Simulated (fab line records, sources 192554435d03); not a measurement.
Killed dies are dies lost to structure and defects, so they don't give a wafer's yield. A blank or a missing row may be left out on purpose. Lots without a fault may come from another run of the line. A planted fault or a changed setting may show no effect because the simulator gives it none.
Chamber matching | flow n5_finfet | N5_BEOL_M12_ILD_DEP_00 on pecvd-04: 3 sister chambers
The step deposits SiOC from DEMS/O2, target thk 658.92 nm, time 130.7 s. 6 wafers are shown with their chamber, then 11 later ones without.

WAFERS WITH THEIR CHAMBER
wafer  | chamber | throttle_valve_pct (%) | heater_power_w (W)
L085.1 | 2       | 11.2                   | 451
L085.5 | 0       | 13.0                   | 510
L087.4 | 2       | 11.3                   | 405
L087.5 | 0       | 13.2                   | 516
L087.6 | 1       | 11.7                   | 508
L088.2 | 1       | 11.7                   | 525

WAFERS WITHOUT THEIR CHAMBER
wafer  | throttle_valve_pct (%) | heater_power_w (W)
L088.4 | 11.9                   | 412
L088.6 | 13.0                   | 476
L094.4 | 13.0                   | 474
L094.5 | 10.8                   | 447
L094.6 | 11.8                   | 495
L095.2 | 12.1                   | 503
L095.3 | 13.1                   | 496
L095.5 | 10.7                   | 400
L096.1 | 12.1                   | 454
L096.2 | 13.1                   | 501
L096.3 | 11.1                   | 483

WHICH CHAMBER EACH WENT THROUGH
wafer  | from the rows above     | in truth
L088.4 | can't be placed: 1 or 2 | 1
L088.6 | 0                       | 0
L094.4 | 0                       | 0
L094.5 | 2                       | 2
L094.6 | 1                       | 1
L095.2 | 1                       | 1
L095.3 | 0                       | 0
L095.5 | 2                       | 2
L096.1 | 1                       | 1
L096.2 | 0                       | 0
L096.3 | 2                       | 2
Placed correctly: 10 of 11. Can't be placed from these rows: 1 (the true chamber is among the candidates in 1). Placed wrongly: 0.
How it was worked out, from the rows above alone: a wafer's distance from a chamber is the root of the sum, over the readings, of the square of ((its reading less the chamber's mean) divided by the reading's scatter). The wafer belongs to the nearest chamber; if the next one is less than 2 further off, it can't be placed. A chamber's mean is the mean of its shown wafers. The scatter: the root of (the sum of the squares of (reading less its chamber's mean) over the shown wafers, divided by (wafers less chambers)).
